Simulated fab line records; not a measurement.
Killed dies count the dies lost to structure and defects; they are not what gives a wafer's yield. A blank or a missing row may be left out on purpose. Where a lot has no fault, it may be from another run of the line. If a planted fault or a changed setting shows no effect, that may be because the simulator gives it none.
fab line records    flow n5_finfet    part 2 of 2: steps 5 to 6 of 6
record lots=22  wafers=66  last_day=17
route steps=1938 shown GATE_CUT@490 MOL_CONTACT_COAG@535
lots that met no fault: from a run of the same line without faults
start_h: hours from the record's opening day to when the first of the lot's shown wafers began    wait_h: hours elapsed since this lot's preceding step    " unchanged from the row above    L1.1+2: a single row standing in for several wafers    - either no value or no given start    * or withheld: withheld    < > ~ a bound
route shown NAME@n: a module of which the file shows steps, and the number in the route of the first    usual: mean and standard deviation over wafers with no fault    same: alike in all rows    chamber/n: place in a boat    sites: readings site by site    _std_site: how widely they spread, as a standard deviation    _edge_site: outer sites' mean less inner sites'    radius_mm: how far each site lies from the wafer's centre    mask NAME#n: copy n    behind: tool/chamber where the wafer was last shaped    hold: what put the lot on hold/how long, in hours/how the hold closed    device: the transistor (n, p or np) that didn't switch    end of line: the route-end tests of the same wafers    for a step that has no rows: nothing shown but its recipe    killed: dies lost to structure and defects at the first sort, not the wafer's yield    map: shows each die of a wafer: x if killed, . if not, _ if none is there
set.NAME: the run value of the setting; set.NAME@STEP: its run value at that earlier step    model.NAME: the simulator's own value behind a step, which no gauge read
a sample of lots followed through the steps of the route, with each step as a table and each wafer as a row
services: a tool's chamber out of use, with start hour (start_h, from the record's first day; less than 0 if before it), hours out, and reason
## steps
# step N5_MOL_CONTACT_COAG_CONTACT_ETCH_14
# recipe chemistry=C4F6/O2  target=SiO2  target_depth_a=275  overetch_a=85  mask_material=SOC  pressure_mtorr=30  source_w=370  bias_w=185  Ar_flow_sccm=300  C4F6_flow_sccm=16  O2_flow_sccm=10  time_s=20  ion_energy_ev=259.6
# usual chamber_pressure_mTorr=30.001/0.028  drypump_motor_current_A=5.7/0.38  oes_product_au=0.65/0.063  rf_vpp_V=692/3.1  showerhead_plenum_p_Torr=2.88/0.08  throttle_valve_pct=21.49/0.24
lot.wafer  tool         chamber  start_h  wait_h  chamber_pressure_mTorr  drypump_motor_current_A  oes_product_au  rf_hours_counter_h  rf_vpp_V  showerhead_plenum_p_Torr  throttle_valve_pct
L074.2     rie_diel-02  3        89.07    0.0     30.014                  5.7                      0.76            25                  699       3.04                      21.13
L074.3     "            1        "        "       30.014                  5.5                      0.62            172                 695       2.99                      21.51
L074.4     "            0        "        "       29.960                  5.3                      0.80            9                   695       2.97                      21.57
L075.3     rie_diel-02  0        93.78    0.0     29.975                  5.3                      0.80            11                  694       2.97                      21.57
L075.5     "            0        "        "       30.030                  5.3                      0.80            -                   696       2.97                      21.59
L075.6     "            1        "        "       30.002                  5.6                      0.62            -                   695       2.99                      21.51
L077.2     rie_diel-02  2        106.61   0.0     30.028                  5.0                      0.63            173                 692       2.89                      21.39
L077.5     "            2        "        "       30.019                  5.0                      0.63            -                   693       2.89                      21.38
L077.6     "            3        "        "       29.978                  5.7                      0.75            -                   698       3.04                      21.15
L078.1     rie_diel-04  1        114.73   0.0     29.969                  5.4                      0.78            32                  694       2.92                      21.21
L078.3     "            2        "        "       29.997                  6.4                      0.64            162                 690       2.76                      21.20
L078.6     "            2        "        "       30.019                  6.4                      0.63            -                   689       2.76                      21.21
L079.3     rie_diel-06  0        117.72   0.0     29.978                  5.9                      0.57            251                 695       2.95                      21.40
L079.5     "            2        "        "       30.002                  5.3                      0.64            -                   689       2.78                      21.64
L079.6     "            3        "        "       30.003                  5.9                      0.61            -                   691       2.86                      21.96
L080.1     rie_diel-04  3        123.67   0.0     29.945                  5.7                      0.63            180                 692       2.88                      21.60
L080.4     "            2        "        "       30.096                  6.4                      0.63            166                 687       2.76                      21.19
L080.5     "            1        "        "       30.003                  5.4                      0.77            -                   693       2.91                      21.22
L081.2     rie_diel-04  3        131.74   0.0     30.016                  5.6                      0.63            183                 693       2.88                      21.60
L081.4     "            1        "        "       30.002                  5.4                      0.77            39                  694       2.91                      21.20
L081.6     "            0        "        "       29.987                  6.2                      0.68            -                   690       2.81                      21.32
L083.4     rie_diel-06  2        141.53   0.0     30.022                  5.3                      0.63            -                   689       2.78                      21.66
L083.5     "            0        "        "       30.030                  6.0                      0.57            -                   695       2.94                      21.42
L083.6     "            3        "        "       29.962                  5.9                      0.59            -                   691       2.86                      21.98
L084.3     rie_diel-06  3        147.75   0.0     29.969                  5.9                      0.60            235                 690       2.86                      21.99
L084.4     "            3        "        "       29.995                  5.9                      0.60            -                   691       2.86                      21.99
L084.5     "            0        "        "       29.986                  5.9                      0.57            -                   694       2.94                      21.44
L085.2     rie_diel-06  3        155.34   0.0     30.015                  5.9                      0.59            238                 690       2.86                      21.99
L085.3     "            0        "        "       29.949                  5.9                      0.57            267                 695       2.94                      21.43
L085.6     "            0        "        "       29.991                  5.9                      0.57            -                   694       2.94                      21.43
L086.1     rie_diel-04  1        161.43   0.0     30.029                  5.4                      0.75            50                  693       2.91                      21.22
L086.2     "            2        "        "       29.986                  6.4                      0.62            178                 690       2.76                      21.21
L086.4     "            3        "        "       30.039                  5.7                      0.62            193                 693       2.88                      21.62
L087.2     rie_diel-04  1        165.43   0.0     30.056                  5.4                      0.74            51                  695       2.91                      21.22
L087.3     "            0        "        "       30.009                  6.1                      0.67            104                 690       2.80                      21.33
L087.6     "            3        "        "       29.954                  5.6                      0.62            -                   691       2.88                      21.63
L088.1     rie_diel-06  3        172.42   0.0     30.046                  5.9                      0.59            247                 692       2.85                      21.99
L088.2     "            0        "        "       29.956                  6.0                      0.56            276                 695       2.93                      21.46
L088.4     "            3        "        "       30.047                  5.9                      0.59            -                   691       2.85                      21.99
L090.1     rie_diel-04  3        180.77   0.0     30.010                  5.7                      0.62            198                 692       2.87                      21.62
L090.4     "            2        "        "       29.978                  6.4                      0.62            184                 689       2.75                      21.23
L090.6     "            2        "        "       30.015                  6.4                      0.62            -                   689       2.75                      21.22
L091.1     rie_diel-02  0        188.19   0.0     30.007                  5.3                      0.74            47                  694       2.95                      21.65
L091.3     "            3        "        "       29.995                  5.8                      0.71            59                  698       3.03                      21.18
L091.4     "            1        "        "       29.981                  5.6                      0.61            204                 696       2.98                      21.55
L089.1     rie_diel-06  2        188.67   0.0     29.970                  5.3                      0.62            216                 687       2.77                      21.68
L089.4     "            0        "        "       30.039                  5.9                      0.56            -                   695       2.93                      21.47
L089.6     "            2        "        "       29.959                  5.3                      0.61            -                   687       2.77                      21.69
L092.2     rie_diel-06  2        196.95   0.0     30.020                  5.3                      0.61            220                 689       2.77                      21.69
L092.4     "            2        "        "       30.000                  5.2                      0.61            -                   688       2.77                      21.68
L092.6     "            2        "        "       29.987                  5.2                      0.61            -                   688       2.77                      21.69
L093.1     rie_diel-02  3        202.34   0.0     29.999                  5.8                      0.71            64                  698       3.02                      21.21
L093.5     "            3        "        "       30.008                  5.7                      0.71            -                   699       3.02                      21.19
L093.6     "            0        "        "       29.980                  5.3                      0.73            -                   694       2.95                      21.64
L094.2     rie_diel-04  0        206.88   0.0     30.039                  6.1                      0.66            117                 688       2.80                      21.36
L094.3     "            3        "        "       29.994                  5.7                      0.62            207                 690       2.87                      21.64
L094.5     "            0        "        "       30.015                  6.1                      0.66            -                   690       2.80                      21.36
L095.1     rie_diel-04  2        212.69   0.0     30.057                  6.4                      0.62            196                 688       2.75                      21.23
L095.2     "            3        "        "       30.026                  5.7                      0.61            210                 692       2.87                      21.64
L095.4     "            1        "        "       29.941                  5.4                      0.73            -                   694       2.90                      21.26
L096.2     rie_diel-04  2        219.73   0.0     30.010                  6.4                      0.62            199                 688       2.75                      21.25
L096.3     "            1        "        "       29.973                  5.4                      0.72            70                  694       2.90                      21.25
L096.4     "            3        "        "       30.011                  5.7                      0.61            212                 692       2.87                      21.64
L097.2     rie_diel-02  2        226.50   0.0     29.957                  5.0                      0.60            217                 691       2.87                      21.46
L097.3     "            1        "        "       29.972                  5.5                      0.60            217                 695       2.97                      21.57
L097.6     "            1        "        "       30.015                  5.6                      0.59            -                   696       2.97                      21.57
# step N5_MOL_CONTACT_COAG_CD_MEAS_99
# recipe target_cd_nm=17.2  polarity=opening
# usual cd_nm=17.2/0.39
lot.wafer  tool       chamber  start_h  wait_h  cd_nm
L074.2     cd_sem-01  -        89.29    -       17.1
L074.3     "          -        "        "       17.5
L074.4     "          -        "        "       17.0
L075.3     cd_sem-03  -        93.99    -       16.9
L075.5     "          -        "        "       17.1
L075.6     "          -        "        "       18.1
L077.2     cd_sem-03  -        106.83   -       16.6
L077.5     "          -        "        "       17.2
L077.6     "          -        "        "       16.8
L078.1     cd_sem-03  -        114.94   -       16.9
L078.3     "          -        "        "       17.5
L078.6     "          -        "        "       17.8
L079.3     cd_sem-03  -        117.93   -       17.3
L079.5     "          -        "        "       17.2
L079.6     "          -        "        "       17.1
L080.1     cd_sem-03  -        123.88   -       16.7
L080.4     "          -        "        "       17.4
L080.5     "          -        "        "       16.5
L081.2     cd_sem-03  -        131.95   -       16.9
L081.4     "          -        "        "       16.7
L081.6     "          -        "        "       17.1
L083.4     cd_sem-02  -        141.74   -       16.0
L083.5     "          -        "        "       16.6
L083.6     "          -        "        "       17.3
L084.3     cd_sem-01  -        147.96   -       17.3
L084.4     "          -        "        "       17.4
L084.5     "          -        "        "       17.5
L085.2     cd_sem-02  -        155.56   -       17.0
L085.3     "          -        "        "       17.3
L085.6     "          -        "        "       18.1
L086.1     cd_sem-01  -        161.64   -       17.4
L086.2     "          -        "        "       17.6
L086.4     "          -        "        "       17.6
L087.2     cd_sem-01  -        165.65   -       17.5
L087.3     "          -        "        "       17.1
L087.6     "          -        "        "       17.3
L088.1     cd_sem-02  -        172.63   -       17.1
L088.2     "          -        "        "       18.0
L088.4     "          -        "        "       16.8
L090.1     cd_sem-02  -        180.99   -       17.4
L090.4     "          -        "        "       17.8
L090.6     "          -        "        "       18.3
L091.1     cd_sem-01  -        188.40   -       17.6
L091.3     "          -        "        "       17.0
L091.4     "          -        "        "       17.9
L089.1     cd_sem-02  -        188.88   -       17.0
L089.4     "          -        "        "       17.3
L089.6     "          -        "        "       17.1
L092.2     cd_sem-02  -        197.26   -       16.8
L092.4     "          -        "        "       17.2
L092.6     "          -        "        "       17.2
L093.1     cd_sem-01  -        202.56   -       17.2
L093.5     "          -        "        "       17.6
L093.6     "          -        "        "       17.4
L094.2     cd_sem-02  -        207.09   -       17.5
L094.3     "          -        "        "       17.0
L094.5     "          -        "        "       17.3
L095.1     cd_sem-03  -        212.90   -       17.7
L095.2     "          -        "        "       17.6
L095.4     "          -        "        "       17.3
L096.2     cd_sem-03  -        219.95   -       17.5
L096.3     "          -        "        "       17.7
L096.4     "          -        "        "       17.2
L097.2     cd_sem-03  -        226.71   -       16.6
L097.3     "          -        "        "       17.7
L097.6     "          -        "        "       17.7
## services
tool         chamber  start_h  hours  kind
cmp-03       -        60.63    3.7    repair
rie_diel-05  -        70.80    14.6   pm
rie_diel-02  0        75.70    2.6    repair
cmp-04       -        82.93    3.9    pm
rie_diel-06  2        87.77    25.7   repair
rie_diel-06  1        88.98    2.9    repair
rie_diel-02  3        89.46    1.7    repair
cmp-04       -        99.77    4.0    pm
rie_diel-06  1        102.88   93.9   repair
rie_diel-01  -        105.87   0.6    repair
rie_diel-04  3        109.30   9.0    repair
cmp-03       -        111.24   4.0    pm
cmp-02       -        134.22   4.5    pm
cmp-03       -        134.79   3.7    pm
rie_diel-01  1        140.00   12.9   repair
cmp-03       -        142.53   0.3    repair
rie_diel-05  -        159.79   0.5    repair
rie_diel-02  1        162.23   15.8   repair
cmp-04       -        170.48   3.3    repair
rie_diel-03  0        181.89   7.9    repair
cmp-04       -        187.98   1.9    repair
rie_diel-04  0        208.52   8.1    repair
rie_diel-01  3        211.88   14.8   repair
rie_diel-06  -        224.00   4.3    pm
